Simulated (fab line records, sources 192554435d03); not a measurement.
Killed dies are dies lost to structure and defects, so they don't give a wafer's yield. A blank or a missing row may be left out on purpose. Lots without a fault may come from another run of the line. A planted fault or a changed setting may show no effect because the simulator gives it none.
Chamber matching | flow n5_finfet | N5_FIN_SAQP_DESCUM_21 on rie_diel-01: 4 sister chambers
The step chemistry O2, time 7.9 s. 14 wafers are shown with their chamber, then 7 later ones without.

WAFERS WITH THEIR CHAMBER
wafer  | chamber | drypump_motor_current_A (A) | showerhead_plenum_p_Torr (Torr) | throttle_valve_pct (%)
L074.2 | 2       | 5.8                         | 2.08                            | 20.70
L074.4 | 1       | 5.6                         | 2.13                            | 20.30
L074.5 | 0       | 5.1                         | 2.08                            | 20.13
L078.2 | 2       | 5.7                         | 2.07                            | 20.72
L078.3 | 1       | 5.5                         | 2.13                            | 20.31
L078.5 | 0       | 5.1                         | 2.07                            | 20.16
L081.2 | 0       | 5.1                         | 2.07                            | 20.14
L081.3 | 3       | 5.2                         | 2.07                            | 20.47
L081.4 | 0       | 5.1                         | 2.07                            | 20.15
L085.4 | 1       | 5.6                         | 2.13                            | 19.87
L085.5 | 0       | 5.1                         | 2.07                            | 20.18
L085.6 | 3       | 5.2                         | 2.06                            | 20.49
L087.2 | 0       | 5.0                         | 2.07                            | 20.16
L087.5 | 2       | 5.8                         | 2.07                            | 20.76

SIGNATURES (means of the wafers above)
reading                  | chamber 0 | chamber 1 | chamber 2 | chamber 3 | scatter within a chamber
drypump_motor_current_A  | 5.083     | 5.567     | 5.767     | 5.200     | 0.0465
showerhead_plenum_p_Torr | 2.0717    | 2.1300    | 2.0733    | 2.0650    | 0.00447
throttle_valve_pct       | 20.1533   | 20.1600   | 20.7267   | 20.4800   | 0.114
Rule: a wafer's distance from a chamber is the root of the sum, over the readings, of the square of ((its reading less the chamber's mean) divided by the reading's scatter). The wafer belongs to the nearest chamber; if the next one is less than 2 further off, it can't be placed. The scatter: the root of (the sum of the squares of (reading less its chamber's mean) over the shown wafers, divided by (wafers less chambers)).

WAFERS WITHOUT THEIR CHAMBER
wafer  | drypump_motor_current_A (A) | showerhead_plenum_p_Torr (Torr) | throttle_valve_pct (%)
L087.6 | 5.1                         | 2.07                            | 20.16
L090.3 | 5.1                         | 2.06                            | 20.18
L090.4 | 5.2                         | 2.06                            | 20.49
L090.6 | 5.1                         | 2.06                            | 20.18
L095.2 | 5.2                         | 2.06                            | 20.53
L095.3 | 5.8                         | 2.06                            | 20.77
L095.5 | 5.2                         | 2.06                            | 20.53

WHICH CHAMBER EACH WENT THROUGH
wafer  | from the rows above     | in truth
L087.6 | 0                       | 0
L090.3 | can't be placed: 0 or 3 | 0
L090.4 | 3                       | 3
L090.6 | can't be placed: 0 or 3 | 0
L095.2 | 3                       | 3
L095.3 | 2                       | 2
L095.5 | 3                       | 3
Placed correctly: 5 of 7. Can't be placed from these rows: 2 (the true chamber is among the candidates in 2). Placed wrongly: 0.
